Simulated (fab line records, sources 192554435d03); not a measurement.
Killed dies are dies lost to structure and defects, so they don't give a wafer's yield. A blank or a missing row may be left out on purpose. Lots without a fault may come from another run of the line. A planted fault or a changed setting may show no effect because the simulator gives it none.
Split-lot experiment | flow n5_finfet | 7 lots, 21 wafers read, on a route of 1938 steps

THE SPLIT
At N5_BEOL_M8_PECVD_70 (deposits SiO2 from TEOS/O2, target thk 20 nm, time 22.7 s), the setting temp_c was moved away from the recipe's 400 C on 3 of the 21 wafers read, by -4.2% to +2.4%. The other wafers ran this setting at the recipe's value.

The reading is taken at the split's own step.

THE READING
SiO2_of_BEOL_M8_PECVD_70.thk_nm (the simulator's own value, which no gauge read), in nm, at N5_BEOL_M8_PECVD_70 (deposits SiO2 from TEOS/O2, target thk 20 nm, time 22.7 s). The file gives no usual value for it. The 18 wafers here that ran the recipe average 20.1 nm, standard deviation 0.26 nm.

wafer  | tool, chamber at the split | temp_c as run, C | against the recipe | SiO2_of_BEOL_M8_PECVD_70.thk_nm, nm | against lot-mates on the recipe
L078.2 | pecvd-01, 0,1              | 400              | recipe             | 20.4                                | -
L078.4 | pecvd-01, 0,1              | 400              | recipe             | 20.4                                | -
L078.5 | pecvd-01, 0                | 383.1            | -4.2%              | 23                                  | +2.6
L077.1 | pecvd-04, 2                | 400              | recipe             | 20                                  | -
L077.2 | pecvd-04, 1                | 400              | recipe             | 20.2                                | -
L077.4 | pecvd-04, 0                | 400              | recipe             | 20.4                                | -
L080.1 | pecvd-03, 1,2              | 400              | recipe             | 19.8                                | -
L080.2 | pecvd-03, 1,2              | 400              | recipe             | 19.8                                | -
L080.5 | pecvd-03, 2                | 400              | recipe             | 20                                  | -
L096.3 | pecvd-01, 1,2              | 400              | recipe             | 20                                  | -
L096.4 | pecvd-01, 1,2              | 400              | recipe             | 20                                  | -
L096.6 | pecvd-01, 0                | 400              | recipe             | 20.4                                | -
L090.2 | pecvd-01, 0,1              | 400              | recipe             | 20                                  | -
L090.3 | pecvd-01, 0,1              | 400              | recipe             | 20                                  | -
L090.5 | pecvd-01, 0                | 400              | recipe             | 20.8                                | -
L097.1 | pecvd-04, 1                | 409.6            | +2.4%              | 18.2                                | -1.8
L097.2 | pecvd-04, 0                | 409.6            | +2.4%              | 18.6                                | -1.4
L097.5 | pecvd-04, 1                | 400              | recipe             | 20                                  | -
L092.3 | pecvd-01, 1,0              | 400              | recipe             | 20                                  | -
L092.6 | pecvd-01, 1,0              | 400              | recipe             | 20                                  | -
L092.4 | pecvd-01, 1                | 400              | recipe             | 20.4                                | -
Where a row lists several chambers, the file gives one row for several wafers and doesn't say which wafer went through which chamber.

THE FIT
A straight line over all 21 wafers: SiO2_of_BEOL_M8_PECVD_70.thk_nm changes by -0.696 nm for each +1% of temp_c; r = -0.96; the points scatter about the line by 0.26 nm.
The same after taking each lot's own level away (the mean of its wafers on the recipe; 21 wafers): -0.635 nm for each +1%; r = -0.97; scatter 0.21 nm.
On that fit, the largest move of temp_c shifts the reading by 2.7 nm.
The lots' own levels span 19.87 to 20.40 nm, that is 2.1 times the standard deviation above.
So the lot-to-lot level changes the slope little: the two slopes agree.
Check: with one of the wafers moved furthest among these (-4.2%) left out of the fit, the line predicts +2.82 nm for it against its lot-mates. It came out at +2.6 nm against them.

OTHER SPLITS ON THESE WAFERS
These wafers also went through other splits before the reading. Each is held against what the fit with the lots' levels taken away leaves over:
other split on the same wafers | wafers away from the commonest value | r with SiO2_of_BEOL_M8_PECVD_70.thk_nm (lot level and that fit taken away)
N5_BEOL_M6_DESCUM_33 time_s    | 6                                    | +0.04
N5_BEOL_M7_EXPOSE_25 dose_mj   | 9                                    | -0.12

THE FILE'S OWN FIT
SiO2_of_BEOL_M8_PECVD_70.thk_nm changes by -0.628 nm for each +1% of temp_c, r = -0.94.
